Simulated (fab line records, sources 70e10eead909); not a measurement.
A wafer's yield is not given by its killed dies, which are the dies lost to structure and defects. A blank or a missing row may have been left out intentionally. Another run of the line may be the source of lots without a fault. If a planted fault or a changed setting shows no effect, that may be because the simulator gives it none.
Struck lot and sound lot, side by side | flow nand_harc | 41 steps out of a route of 1159
Sound: wafers L522.2, L522.3, L522.6. Struck: wafer L528.1. (L528.2, L528.4 of the same lot were not struck and are left out.) The cause comes at the end.
At each step with rows: each side's tool, then ch and its chambers, then its first start. Under that, the readings that differ: sound wafers | struck wafers | difference of the means | sigmas: that difference in standard deviations of wafers without a fault.
alike: readings with means less than 2 such deviations apart, plus words and numbers identical on both sides. not compared: withheld readings, readings lacking a value on some wafer, bounds such as >300 that could conceal the same value, and numbers that have no deviation in the record and whose values overlap.
A row with sigmas, a row that says differs or no value, or rows on one side alone: a step with any of these is where the two part. Numbers that don't overlap but have no deviation are shown without sigmas and don't part them. A reading that every wafer of one side lacks parts them only if that side has two wafers or more.

NHARC_P_M0_CD_MEAS_09: the cd target is 90 nm.
  sound on cd_sem-02 ch 0, day 7 18:23; struck on cd_sem-02 ch 0, day 9 20:41
  alike: cd_nm
NHARC_P_M0_OVL_MEAS_10: pitch 180 nm.
  sound on overlay-02, day 7 18:28; struck on overlay-01, day 9 20:47
  alike: overlay_x_nm, overlay_y_nm
NHARC_P_M0_INSPECT_11:
  sound on defect_inspect-02, day 7 18:31; struck on defect_inspect-01, day 9 20:49
  alike: raw_defect_count
NHARC_P_M0_DESCUM_14: chemistry O2, time 3 s.
  sound on rie_diel-01 ch 0,2, day 7 18:35; struck on rie_diel-05 ch 1, day 9 20:53
  reading                | sound                | struck | difference | sigmas
  rf_vpp_V (V)           | 55.6 57.8 57.5       | 58.9   | +1.9       | +2
  throttle_valve_pct (%) | 11.316 11.312 11.320 | 11.296 | -0.020     | -2
  alike: drypump_motor_current_A, oes_product_au, showerhead_plenum_p_Torr
  not compared: rf_hours_counter_h
NHARC_P_M0_ETCH_34: etches the open film in N2/H2, target depth 40 nm, overetch 12 nm, time 43.94 s.
  sound on rie_diel-01 ch 1,2, day 7 18:39; struck on rie_diel-05 ch 0, day 9 20:58
  alike: drypump_motor_current_A, h2_flow_sccm, n2_flow_sccm, oes_product_au, rf_vpp_V, showerhead_plenum_p_Torr, throttle_valve_pct
  not compared: rf_hours_counter_h
then, 1 step without rows for these wafers: NHARC_P_M0_ETCH_15 (etches the open film in C4F8/Ar, target depth 150 nm, overetch 15 nm, time 82.5 s).
NHARC_P_M0_CD_MEAS_16:
  sound on cd_sem-03, day 7 18:52; struck on cd_sem-03, day 9 21:11
  alike: cd_nm
then, 4 steps without rows for these wafers: NHARC_P_M0_STRIP_18 (strips in N2/H2); NHARC_P_M0_STRIP_19 (strips in post etch residue remover, time 600 s); NHARC_P_M0_DEGAS_28 (time 60 s); NHARC_P_M0_PRE_CLEAN_29 (time 30 s).
NHARC_P_M0_PVD_20: deposits TaN, target thk 5 nm, time 8.06 s.
  sound on pvd_sputter-03; struck on pvd_sputter-03
  alike: throttle_valve_pct
NHARC_P_M0_PVD_21: deposits Cu, target thk 30 nm, time 20.49 s.
  sound on pvd_sputter-03, day 7 19:52; struck on pvd_sputter-03, day 9 22:02
  alike: throttle_valve_pct
then, 4 steps without rows for these wafers: NHARC_P_M0_ECD_22 (material Cu, target thk 400 nm); NHARC_P_M0_ANNEAL_30 (time 90 s); NHARC_P_M0_CMP_23 (polishes, t overpolish 20 s, target thk 117.53 nm); NHARC_P_M0_SRD_25.
NHARC_P_M0_INSPECT_27:
  sound on defect_inspect-02, day 7 21:14; struck on defect_inspect-02, day 9 23:22
  alike: raw_defect_count
then, 1 step without rows for these wafers: NHARC_P_M0_PRE_CLEAN_31 (time 12 s).
NHARC_P_M0_DEP_32: deposits SiCN, target thk 30 nm.
  sound on pecvd-03 ch 0,2, day 7 21:32; struck on pecvd-02 ch 0, day 9 23:31
  alike: heater_power_w
then, 10 steps without rows for these wafers: NHARC_P_M1_DEP_00 (deposits SiOC, target thk 182.5 nm); NHARC_P_M1_DEHYDRATE_01 (time 120 s); NHARC_P_M1_HMDS_02 (time 30 s); NHARC_P_M1_COAT_34 (time 65 s); NHARC_P_M1_COAT_03 (resist thk 90 nm); NHARC_P_M1_SOFTBAKE_04 (time 55 s); NHARC_P_M1_EBR_05; NHARC_P_M1_EXPOSE_06 (exposes mask P M1, target cd 130 nm); NHARC_P_M1_PEB_07 (peb time 65 s); NHARC_P_M1_DEVELOP_08 (develop time 35 s).
NHARC_P_M1_CD_MEAS_09: the cd target is 130 nm.
  the record has rows for the sound wafers here (cd_sem-03 ch 0, day 7 22:50) and none for the struck ones
NHARC_P_M1_OVL_MEAS_10: pitch 260 nm.
  sound wafers here have rows in the record (overlay-01, day 7 22:55); struck ones have none
NHARC_P_M1_INSPECT_11:
  sound wafers here have rows in the record (defect_inspect-02, day 7 22:58); struck ones have none
then, 3 steps without rows for these wafers: NHARC_P_M1_DESCUM_14 (chemistry O2, time 3 s); NHARC_P_M1_ETCH_35 (etches the open film in N2/H2, target depth 40 nm, overetch 12 nm, time 43.94 s); NHARC_P_M1_ETCH_15 (etches the open film in C4F8/Ar, target depth 182.5 nm, time 91.2 s).
NHARC_P_M1_CD_MEAS_16:
  sound wafers here have rows in the record (cd_sem-01, day 7 23:19); struck ones have none
NHARC_P_M1_STRIP_18: strips in N2/H2.
  the record has rows for the sound wafers here (rie_diel-13 ch 2,3, day 7 23:23) and none for the struck ones
then, 2 steps without rows for these wafers: NHARC_P_M1_ETCH_28 (etches the open film in CF4/N2, target depth 30 nm, time 72.99 s); NHARC_P_M1_STRIP_19 (strips in post etch residue remover, time 600 s).
-- record jumps: 13 days between struck wafers' starts before vs after; left off in module P_M1, resumes in module END, first step shown is number 1159 of the route --
NHARC_END_SORT_01:
  sound on prober-02 ch 0, day 21 12:07; struck on prober-02 ch 0, day 23 06:14
  reading                  | sound          | struck | difference | sigmas
  defect_limited_yield (%) | 95.9 96.2 95.6 | 0      | -96        | -60
  killed_at_periphery      | 4 1 1          | 645    | +643       | +99 or more
  killed_dies              | 28 26 30       | 677    | +649       | +59
  sort_bin_2_pct (%)       | 0.7 1.3 0.7    | 95.9   | +95.0      | +99 or more
  sort_n_pass              | 649 651 647    | 0      | -649       | -59
  sort_rim_yield_pct (%)   | 96.2 99.1 98.1 | 0      | -98        | -38
  sort_yield_pct (%)       | 95.9 96.2 95.6 | 0      | -96        | -60
  alike: killed_at_array, killed_at_other, killed_open, killed_short, sort_bin_3_pct, sort_bin_4_pct

## WHERE THEY PART
Earliest at NHARC_P_M0_DESCUM_14; latest, in this record, at NHARC_END_SORT_01.

WHY: what the simulator had put in
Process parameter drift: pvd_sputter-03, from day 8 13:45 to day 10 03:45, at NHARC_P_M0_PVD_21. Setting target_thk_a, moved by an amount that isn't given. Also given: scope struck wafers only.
